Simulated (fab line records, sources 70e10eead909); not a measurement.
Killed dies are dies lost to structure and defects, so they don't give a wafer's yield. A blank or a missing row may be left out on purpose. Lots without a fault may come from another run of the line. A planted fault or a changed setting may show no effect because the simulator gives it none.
Chamber matching | flow nand_harc | NHARC_A_STAIRCASE_TRIM_196 on rie_diel-07: 4 sister chambers
The step chemistry O2, time 211.2 s. 4 wafers are shown with their chamber, then 8 later ones without.

WAFERS WITH THEIR CHAMBER
wafer  | chamber | drypump_motor_current_A (A)
L240.3 | 3       | 5.3
L240.5 | 2       | 5.2
L245.6 | 0       | 6.1
L246.4 | 1       | 5.1

WAFERS WITHOUT THEIR CHAMBER
wafer  | drypump_motor_current_A (A)
L246.5 | 5.3
L246.6 | 6.2
L248.1 | 6.2
L248.3 | 5.0
L248.4 | 5.3
L249.1 | 5.3
L249.3 | 6.2
L249.5 | 5.3

WHICH CHAMBER EACH WENT THROUGH
wafer  | from the rows above     | in truth
L246.5 | can't be placed: 3 or 2 | 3
L246.6 | 0                       | 0
L248.1 | 0                       | 0
L248.3 | can't be placed: 1 or 2 | 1
L248.4 | can't be placed: 3 or 2 | 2
L249.1 | can't be placed: 3 or 2 | 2
L249.3 | 0                       | 0
L249.5 | can't be placed: 3 or 2 | 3
Placed correctly: 3 of 8. Can't be placed from these rows: 5 (the true chamber is among the candidates in 5). Placed wrongly: 0.
How it was worked out, from the rows above alone: a wafer's distance from a chamber is the root of the sum, over the readings, of the square of ((its reading less the chamber's mean) divided by the reading's scatter). The wafer belongs to the nearest chamber; if the next one is less than 2 further off, it can't be placed. A chamber's mean is the mean of its shown wafers. The scatter: with one shown wafer a chamber, the root of the mean of the squares of how far each hidden wafer lies from its nearest shown one.
